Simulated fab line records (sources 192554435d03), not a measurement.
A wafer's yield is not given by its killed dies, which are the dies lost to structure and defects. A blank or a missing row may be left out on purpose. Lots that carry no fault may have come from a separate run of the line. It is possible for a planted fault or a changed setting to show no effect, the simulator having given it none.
Chamber matching :: flow n5_finfet :: 4 sister chambers for N5_BEOL_M8_ALD_77 on ald_metal-01
The step deposits TaN, target thk 2 nm, pulse time 2 s, purge time 3 s. 4 wafers are shown with their chamber, then 8 later ones without.

EACH WAFER AND ITS CHAMBER
wafer: L089.5
chamber: 2
heater_power_outer_w (W): 182

wafer: L091.4
chamber: 3
heater_power_outer_w (W): 195

wafer: L091.6
chamber: 1
heater_power_outer_w (W): 207

wafer: L092.3
chamber: 0
heater_power_outer_w (W): 239

WAFERS WITH NO CHAMBER GIVEN
wafer: L092.4
heater_power_outer_w (W): 183

wafer: L092.6
heater_power_outer_w (W): 213

wafer: L096.1
heater_power_outer_w (W): 185

wafer: L096.5
heater_power_outer_w (W): 242

wafer: L096.6
heater_power_outer_w (W): 214

wafer: L097.1
heater_power_outer_w (W): 182

wafer: L097.2
heater_power_outer_w (W): 212

wafer: L097.3
heater_power_outer_w (W): 235

WHICH CHAMBER EACH ONE RAN IN
wafer: L092.4
from the rows above: 2
in truth: 2

wafer: L092.6
from the rows above: 1
in truth: 1

wafer: L096.1
from the rows above: can't be placed: 2 or 3
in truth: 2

wafer: L096.5
from the rows above: 0
in truth: 0

wafer: L096.6
from the rows above: 1
in truth: 1

wafer: L097.1
from the rows above: 2
in truth: 2

wafer: L097.2
from the rows above: 1
in truth: 1

wafer: L097.3
from the rows above: 0
in truth: 0
Correctly placed: 7 of 8. These rows do not allow placing 1 (true chamber among the candidates in 1). Number placed wrongly: 0.
How it was worked out, from the rows above alone: a wafer's distance from a chamber is the root of the sum, over the readings, of the square of ((its reading less the chamber's mean) divided by the reading's scatter). The wafer belongs to the nearest chamber; if the next one is less than 2 further off, it can't be placed. The mean given for a chamber averages the wafers shown for that chamber. The scatter: root of mean squared gap, hidden wafer to nearest shown wafer, with one shown wafer a chamber.
